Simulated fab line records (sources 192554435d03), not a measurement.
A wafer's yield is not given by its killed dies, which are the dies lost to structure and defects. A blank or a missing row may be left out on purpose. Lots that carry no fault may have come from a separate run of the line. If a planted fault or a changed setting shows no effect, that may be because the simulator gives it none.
Code-filled problem report in 8D (eight disciplines) form | flow n5-finfet | the parts of the form that need people (team, actions taken, sign-off) are left out

1. THE PROBLEM
Wafers without a fault read 53.21 sccm, standard deviation 0.17; mfc-cl2-sccm at N5_MIM_TOP_ETCH_ETCH_00 reads a mean of 63.76 sccm on 5 wafers belonging to 2 lots. That puts it +62 standard deviations away from the usual mean.
The step: etches TiN in Cl2/BCl3, target depth 38.5 nm.
First observed at day 13 04:53: wafer L947.2, on rie-metal-01. Wafers with a number at this step in the record: 33, from 11 lots. Rule for "out" (also "out of limits"): further than 4 standard deviations from the usual mean. All remaining wafers that have a number are taken as sound.

2. WHAT THIS IS AND IS NOT
question                    | is                                     | is not
which readings at this step | mfc-cl2-sccm                           | drypump-motor-current-A, oes-product-au
which lots                  | L947, L950                             | L943, L944, L953, L959, L962, L963, L964, L965, L966
which wafers of those lots  | L947.2, L947.6, L950.1, L950.3, L950.6 | L947.1
read on which tools         | rie-metal-01                           | rie-metal-02, rie-metal-03
when                        | from day 13 04:53                      | up to then (7 sound wafers); but 21 sound wafers of L953, L959, L962, L963, L964, L965, L966 came after

3. WHAT RULES OUT EACH SUSPECT
Counting: any tool at a process step up to the reading remains a suspect provided it ran every lot that is out. Sound lots after the first of them don't rule it out here, since some wafers of a struck lot are sound.
- rie-metal-01 at N5_MIM_TOP_ETCH_ETCH_00 (etches TiN in Cl2/BCl3, target depth 38.5 nm): kept. It processed each lot that is out (first: L947, day 13 04:53); up to then, its last sound lot is L943 (day 11 22:05). On those wafers its own readings are out: mfc-cl2-sccm.
- Within rie-metal-01 at N5_MIM_TOP_ETCH_ETCH_00: the wafers that are out ran in chamber 1; their sound lot-mates ran in chamber 0.
The count leaves rie-metal-01 at N5_MIM_TOP_ETCH_ETCH_00.

4. THE CAUSE (what the simulator had put in)
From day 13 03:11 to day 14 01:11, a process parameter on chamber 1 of rie-metal-01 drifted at N5_MIM_TOP_ETCH_ETCH_00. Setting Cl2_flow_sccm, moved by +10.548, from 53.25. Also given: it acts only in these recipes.
Counting left only this tool.

5. THE CHAIN OF EFFECTS, in route order
Each row: a reading where the mean over the struck wafers with a number is more than 3 standard deviations away from the usual. Scope: only readings with a usual standard deviation given in the record; hours: median across lots of the time from each lot's start at the first step in this table that gives one to its start at this step; sigmas: change in usual standard deviations.
hours | step                    | reading      | usual      | on struck wafers | change | sigmas
0     | N5_MIM_TOP_ETCH_ETCH_00 | mfc-cl2-sccm | 53.21 sccm | 63.76            | +10.55 | +62
Its process steps:
- N5_MIM_TOP_ETCH_ETCH_00: etches TiN in Cl2/BCl3, target depth 38.5 nm.
Later measuring or inspecting steps at which every struck wafer that the step has a row for has a number for every such reading, and none has moved that far: N5_MIM_BOT_LITHO_OVL_MEAS_11.

6. WHAT WOULD HAVE CAUGHT IT SOONER
First out-of-limits reading in this record: day 13 04:53, which is 2 hours after fault onset at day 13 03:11.
